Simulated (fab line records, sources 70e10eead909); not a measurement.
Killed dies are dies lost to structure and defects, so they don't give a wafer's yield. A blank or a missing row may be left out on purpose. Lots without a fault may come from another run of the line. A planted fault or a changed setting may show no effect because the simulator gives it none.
Tool commonality check | flow nand_harc | 12 lots, 36 wafers sampled

WHY IT WAS OPENED
At NHARC_END_SORT_01 the reading killed_at_periphery is flagged on 3 of 12 lots. Wafers without a fault read 2.4, standard deviation 1.8.
Rule: a lot is flagged when every wafer of it that has a number lies more than 4 standard deviations from that mean, or none has a number. The other lots count as sound.

lot  | measured     | on        | killed_at_periphery, wafer by wafer | flag
L631 | day 20 06:23 | prober-01 | 1 2 3                               |
L637 | day 21 00:04 | prober-01 | 0 1 3                               |
L633 | day 21 00:19 | prober-02 | 2 2 1                               |
L639 | day 21 09:49 | prober-01 | 1 3 4                               |
L638 | day 21 21:18 | prober-02 | 5 1 2                               |
L642 | day 21 21:55 | prober-01 | 1 3 1                               |
L641 | day 22 06:43 | prober-02 | 645 649 653                         | FLAGGED
L643 | day 22 18:08 | prober-02 | 651 648 651                         | FLAGGED
L644 | day 22 18:57 | prober-01 | 638 640 641                         | FLAGGED
L645 | day 23 15:56 | prober-01 | 1 2 3                               |
L650 | day 24 18:47 | prober-02 | 7 6 7                               |
L651 | day 25 11:56 | prober-02 | 1 1 4                               |
The numbers of the flagged lots are 646.2 on average: +643.8 against the usual, or +99 or more standard deviations.

WHICH TOOL RAN EACH LOT
The record holds 2 process steps before the reading, out of a route of 1159 steps. In each cell: the tool, then ch and the chambers that the sampled wafers went through, then the start.
lot  | flag    | NHARC_P_BONDPAD_ETCH_37            | NHARC_P_BONDPAD_PVD_27
L631 |         | rie_diel-08 ch 0,1,3, day 6 19:17  | pvd_sputter-02, day 20 06:23 or earlier
L637 |         | rie_diel-10 ch 1,2,3, day 8 06:32  | pvd_sputter-02, day 21 00:04 or earlier
L633 |         | rie_diel-11 ch 0,1, day 7 19:00    | pvd_sputter-03, day 21 00:19 or earlier
L639 |         | rie_diel-08 ch 1,2, day 8 22:58    | pvd_sputter-02, day 21 09:49 or earlier
L638 |         | rie_diel-08 ch 0,1,3, day 8 23:30  | pvd_sputter-03, day 21 21:18 or earlier
L642 |         | rie_diel-08 ch 0,1,3, day 9 21:32  | pvd_sputter-01, day 21 21:55 or earlier
L641 | FLAGGED | rie_diel-10 ch 1,2,3, day 9 22:07  | pvd_sputter-01, day 22 06:43 or earlier
L643 | FLAGGED | rie_diel-08 ch 2,3, day 10 07:28   | pvd_sputter-02, day 22 18:08 or earlier
L644 | FLAGGED | rie_diel-08 ch 0,2,3, day 10 08:41 | pvd_sputter-03, day 22 18:57 or earlier
L645 |         | rie_diel-11 ch 0,1, day 10 22:36   | pvd_sputter-02, day 23 15:56 or earlier
L650 |         | rie_diel-08 ch 0,1,3, day 11 17:53 | pvd_sputter-03, day 24 18:47 or earlier
L651 |         | rie_diel-08 ch 0,3, day 12 17:13   | pvd_sputter-01, day 25 11:56 or earlier
What these steps do:
- NHARC_P_BONDPAD_ETCH_37: etches the open film in N2/H2, target depth 60 nm, overetch 18 nm, time 65.91 s.
- NHARC_P_BONDPAD_PVD_27: deposits Cu, target thk 30 nm, time 20.49 s.
- NHARC_END_SORT_01

FLAGGED OVER TOTAL, TOOL BY TOOL (the gauges that took the reading come last)
step                    | tool           | lots run | flagged | share of the flagged lots | sound lots run after its first flagged lot
NHARC_P_BONDPAD_ETCH_37 | rie_diel-08    | 8        | 2       | some                      | 2 (L650,L651)
NHARC_P_BONDPAD_ETCH_37 | rie_diel-10    | 2        | 1       | some                      | 0
NHARC_P_BONDPAD_ETCH_37 | rie_diel-11    | 2        | 0       | none                      | -
NHARC_P_BONDPAD_PVD_27  | pvd_sputter-01 | 3        | 1       | some                      | 1 (L651)
NHARC_P_BONDPAD_PVD_27  | pvd_sputter-02 | 5        | 1       | some                      | 1 (L645)
NHARC_P_BONDPAD_PVD_27  | pvd_sputter-03 | 4        | 1       | some                      | 1 (L650)
NHARC_END_SORT_01       | prober-01      | 6        | 1       | some                      | 1 (L645)
NHARC_END_SORT_01       | prober-02      | 6        | 2       | some                      | 2 (L650,L651)
NHARC_P_BONDPAD_PVD_27 gives no start for some lots, so the hours and the order of its lots are those of NHARC_END_SORT_01.

WHAT THE TABLE ALLOWS
No row of the table ran every flagged lot.

WHAT THE SIMULATOR HAD PUT IN
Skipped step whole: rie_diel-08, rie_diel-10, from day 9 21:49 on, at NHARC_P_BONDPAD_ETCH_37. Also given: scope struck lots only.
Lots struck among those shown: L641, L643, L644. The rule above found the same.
